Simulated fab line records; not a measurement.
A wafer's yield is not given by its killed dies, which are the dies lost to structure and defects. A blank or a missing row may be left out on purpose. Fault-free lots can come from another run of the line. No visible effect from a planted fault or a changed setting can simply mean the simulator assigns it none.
Comparing a struck lot with a sound one || flow n5_finfet || 15 steps out of a route of 1938
Sound: wafers L722.1, L722.4, L722.5. Struck: wafer L712.3. (L712.1, L712.5 of the same lot were not struck and are left out.) The cause comes at the end.
Order at every step that has rows: each side's tool, ch and its chambers, its first start. Under that, the readings that differ: sound wafers || struck wafers || difference of the means || sigmas: that difference in standard deviations of wafers without a fault.
alike: a reading whose means differ by less than 2 such deviations, as well as words and numbers matching on both sides. not compared: withheld readings; readings where some wafer has no value; bounds like >300 that might hide an equal value; numbers whose values overlap and for which the record gives no deviation.
The two part at a step that has a row with sigmas, a row that says differs or no value, or rows on one side only. Non-overlapping numbers with no deviation appear without sigmas and do not part them. A reading missing from all wafers of one side parts the sides only when that side holds two or more wafers.

first, 10 steps without rows for these wafers: N5_SDB_DESCUM_16 (chemistry O2, time 7.9 s); N5_SDB_ETCH_17 (etches SiARC in CF4, target depth 23.4 nm, time 39 s); N5_SDB_ETCH_18 (etches SOC in N2/H2, target depth 100 nm, overetch 20 nm, time 150 s); N5_SDB_STRIP_19 (strips in N2/H2); N5_SDB_STRIP_21 (strips in CF4); N5_SDB_HM_OPEN_20 (chemistry CH3F/O2, target SiNx, stops on poly-Si, target depth 24 nm); N5_SDB_STRIP_22 (strips in N2/H2); N5_SDB_PRECLEAN_23 (cleans in dHF, time 30 s); N5_SDB_DUMMY_REMOVE_24 (chemistry TMAH, target poly-Si, stops on SiO2, target depth 142 nm, time 57 s, rinse time 30 s); N5_SDB_ETCH_25 (etches SiO2 in C4F6/O2, target depth 10 nm, time 3.3 s).
N5_SDB_CUT_ETCH_26: etches Si in HBr/Cl2/O2, target depth 129.6 nm, bt time 20 s, time 51.8 s.
  sound on rie_si-03 ch 0,2,3, day 9 01:25; struck on rie_si-04 ch 0, day 6 12:39
{"reading": "model.SDB.feature_depth_nm (nm)", "sound": "132.4 126.6 132.4", "struck": 132.6, "difference": "+2.1", "sigmas": ""}
{"reading": "model.etch.depth_nm (nm)", "sound": "132.3 126.7 132.5", "struck": 132.6, "difference": "+2.1", "sigmas": ""}
{"reading": "model.SiNx_of_SDB_HM_DEP_00.thk_nm (nm)", "sound": "21 22 21.6", "struck": 19, "difference": -3, "sigmas": ""}
  alike: drypump_motor_current_A, oes_product_au, throttle_valve_pct
  not compared: bias_w, rf_hours_counter_h
N5_SDB_PRECLEAN_38: cleans in dHF, time 10 s.
  sound on wet_bench-03 ch 3,4,5, day 9 01:32; struck on wet_bench-01 ch 6, day 6 12:46
{"reading": "model.SiNx_of_SDB_HM_DEP_00.thk_nm (nm)", "sound": "20.8 22 21.6", "struck": 18.8, "difference": -2.7, "sigmas": ""}
then, 1 step without rows for these wafers: N5_SDB_PRECLEAN_39 (cleans in O3/DIW, time 45 s).
-- the record jumps here: 4 days lie between the struck wafers' starts before and after (it left off in module SDB and takes up again in module BEOL_M4, whose first step shown is number 1111 of the route) --
N5_BEOL_M4_RC_MEAS_101:
  sound on prober-02 ch 0, day 13 12:22; struck on prober-02 ch 0, day 10 23:55
  alike: DIBL_N, DIBL_P, IOFF_N, IOFF_P, ION_N, ION_P, SS_N, SS_P, VT_N, VT_P
-- here the record skips 4 days between the struck wafers' starts before and after, leaving off in module BEOL_M4 and picking up in module PASSIVATION (first step shown: number 1936 of the route) --
N5_PASSIVATION_PROBE_49:
  sound: prober-02 at day 17 11:24; struck: prober-01 at day 15 04:31
{"reading": "sort_bin_5_function (%)", "sound": "3.7 4.7 6.4", "struck": 2.7, "difference": -2.2, "sigmas": -2}
  alike: defect_limited_yield, killed_at_M0_to_M3, killed_at_M4_up, killed_at_contacts, killed_at_front_end, killed_at_other, killed_dies, killed_open, killed_short, sort_bin_6_memory, sort_n_pass, sort_yield_pct

## WHERE THEY PART
N5_PASSIVATION_PROBE_49 only, going by this record.

WHY: the cause the simulator had injected
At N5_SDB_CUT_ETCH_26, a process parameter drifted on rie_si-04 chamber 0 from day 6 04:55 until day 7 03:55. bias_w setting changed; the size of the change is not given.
